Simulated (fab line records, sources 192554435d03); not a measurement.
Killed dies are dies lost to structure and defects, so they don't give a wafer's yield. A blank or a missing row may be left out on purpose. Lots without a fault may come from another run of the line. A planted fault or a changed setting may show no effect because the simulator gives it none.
Split-lot experiment | flow n5_finfet | 7 lots, 21 wafers read, on a route of 1938 steps

THE SPLIT
At N5_BEOL_M14_ETCH_68 (etches SOC in N2/H2, time 450 s), the setting time_s was moved away from the recipe's 450 s on 7 of the 21 wafers read, by -20.0% to +18.3%. The other wafers ran this setting at the recipe's value.

The reading is taken at the split's own step.

THE READING
SiARC_of_BEOL_M14_COAT_66.thk_nm (the simulator's own value, which no gauge read), in nm, at N5_BEOL_M14_ETCH_68 (etches SOC in N2/H2, time 450 s). The file gives no usual value for it. The 14 wafers here that ran the recipe average 65.4 nm, standard deviation 1 nm.

wafer  | tool, chamber at the split | time_s as run, s | against the recipe | SiARC_of_BEOL_M14_COAT_66.thk_nm, nm | against lot-mates on the recipe
L075.1 | rie_diel-01, 2             | 450              | recipe             | 66.4                                 | -
L075.4 | rie_diel-01, 2             | 450              | recipe             | 66                                   | -
L075.5 | rie_diel-01, 0             | 450              | recipe             | 67                                   | -
L083.3 | rie_diel-04, 3             | 450              | recipe             | 65.2                                 | -
L083.5 | rie_diel-04, 3             | 450              | recipe             | 65.2                                 | -
L083.6 | rie_diel-04, 2             | 450              | recipe             | 63.8                                 | -
L080.1 | rie_diel-03, 1             | 360.2            | -20.0%             | 73.8                                 | +10.0
L080.3 | rie_diel-03, 0             | 450              | recipe             | 63.8                                 | -
L080.5 | rie_diel-03, 0             | 360.2            | -20.0%             | 73                                   | +9.2
L084.1 | rie_diel-01, 3             | 486              | +8.0%              | 61                                   | -2.6
L084.2 | rie_diel-01, 0             | 450              | recipe             | 63.6                                 | -
L084.3 | rie_diel-01, 2             | 486              | +8.0%              | 62.2                                 | -1.4
L090.3 | rie_diel-01, 2             | 450              | recipe             | 66.6                                 | -
L090.4 | rie_diel-01, 3             | 532.5            | +18.3%             | 57.2                                 | -9.4
L090.6 | rie_diel-01, 0             | 532.5            | +18.3%             | 56.4                                 | -10.2
L088.1 | rie_diel-04, 2             | 450              | recipe             | 64.8                                 | -
L088.3 | rie_diel-04, 3             | 450              | recipe             | 65.6                                 | -
L088.4 | rie_diel-04, 0             | 389.2            | -13.5%             | 71.8                                 | +6.6
L093.1 | rie_diel-04, 1             | 450              | recipe             | 65.6                                 | -
L093.3 | rie_diel-04, 0             | 450              | recipe             | 66.4                                 | -
L093.6 | rie_diel-04, 1             | 450              | recipe             | 65.2                                 | -

THE FIT
A straight line over all 21 wafers: SiARC_of_BEOL_M14_COAT_66.thk_nm changes by -0.44 nm for each +1% of time_s; r = -0.97; the points scatter about the line by 0.98 nm.
The same after taking each lot's own level away (the mean of its wafers on the recipe; 21 wafers): -0.485 nm for each +1%; r = -0.99; scatter 0.82 nm.
On that fit, the largest move of time_s shifts the reading by 9.7 nm.
The lots' own levels span 63.60 to 66.60 nm, that is 2.9 times the standard deviation above.
So the lot-to-lot level changes the slope little: the two slopes agree.
Check: with one of the wafers moved furthest among these (-20.0%) left out of the fit, the line predicts +9.69 nm for it against its lot-mates. It came out at +10 nm against them.

OTHER SPLITS ON THESE WAFERS
These wafers also went through other splits before the reading. Each is held against what the fit with the lots' levels taken away leaves over:
other split on the same wafers        | wafers away from the commonest value | r with SiARC_of_BEOL_M14_COAT_66.thk_nm (lot level and that fit taken away)
N5_BEOL_M8_TRENCH_ETCH_37 time_s      | 5                                    | +0.25
N5_BEOL_M9_DESCUM_16 time_s           | 3                                    | +0.12
N5_BEOL_M9_ETCH_62 source_w           | 5                                    | +0.05
N5_BEOL_M10_DESCUM_16 time_s          | 5                                    | +0.16
N5_BEOL_M11_CURE_72 time_s            | 8                                    | -0.04
N5_BEOL_M12_ETCH_68 time_s            | 7                                    | -0.11
N5_BEOL_M13_EXPOSE_25 dose_mj         | 7                                    | -0.07
N5_BEOL_M13_DEVELOP_27 develop_time_s | 4                                    | -0.16

THE FILE'S OWN FIT
SiARC_of_BEOL_M14_COAT_66.thk_nm changes by -0.486 nm for each +1% of time_s, r = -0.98.
